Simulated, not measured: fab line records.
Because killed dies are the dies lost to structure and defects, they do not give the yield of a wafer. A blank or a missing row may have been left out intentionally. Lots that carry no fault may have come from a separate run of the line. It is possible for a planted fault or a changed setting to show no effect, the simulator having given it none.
What tool caused it? / flow n5-finfet / 12 lots, 36 wafers sampled, at 1 step of a route of 1938

WHAT THE GAUGES SHOWED, per wafer
N5_BEOL_M7_CD_MEAS_28: target cd 40 nm.
lot=L075; measured=day 9 04:56; on=cd-sem-02; cd-nm (nm)=40.37 39.85 40.35
lot=L077; measured=day 9 14:18; on=cd-sem-03; cd-nm (nm)=40.18 39.80 40.25
lot=L080; measured=day 10 08:04; on=cd-sem-01; cd-nm (nm)=39.78 40.03 39.83
lot=L081; measured=day 10 10:52; on=cd-sem-01; cd-nm (nm)=39.74 39.93 39.80
lot=L083; measured=day 11 11:18; on=cd-sem-02; cd-nm (nm)=39.79 39.96 40.13
lot=L085; measured=day 11 15:59; on=cd-sem-02; cd-nm (nm)=40.04 39.84 39.60
lot=L086; measured=day 11 19:23; on=cd-sem-02; cd-nm (nm)=39.91 39.91 40.09
lot=L089; measured=day 12 17:48; on=cd-sem-01; cd-nm (nm)=40.28 39.94 39.68
lot=L091; measured=day 13 13:04; on=cd-sem-03; cd-nm (nm)=40.04 40.05 39.71
lot=L095; measured=day 14 10:35; on=cd-sem-03; cd-nm (nm)=40.38 40.18 40.26
lot=L097; measured=day 14 12:50; on=cd-sem-02; cd-nm (nm)=40.23 39.82 40.07
lot=L096; measured=day 15 02:50; on=cd-sem-01; cd-nm (nm)=39.89 40.12 40.18

WHICH TOOL RAN EACH LOT (tool, then ch and the chambers of the sampled wafers, then the start)
Before these readings, the record contains no process step.

THE ANSWER, worked out from the rows above alone
Rule: the lots themselves supply what counts as usual. The widest of any qualifying gaps counts: lots, ordered by their means at a reading, are off when they make up no more than a third of the lots, leave a main group of 4 or more, and stand apart from it by 3 or more times the standard deviation of that group's means. Not used: any main group whose means are identical at the precision the tables above print for the reading. A lot without any number at a reading at which 4 lots or more have one is off too. Any other lot the step has rows for is counted as sound.
Across all readings shown, no lot is off: no conclusion can be drawn from this.

WHAT THE SIMULATOR HAD INSERTED
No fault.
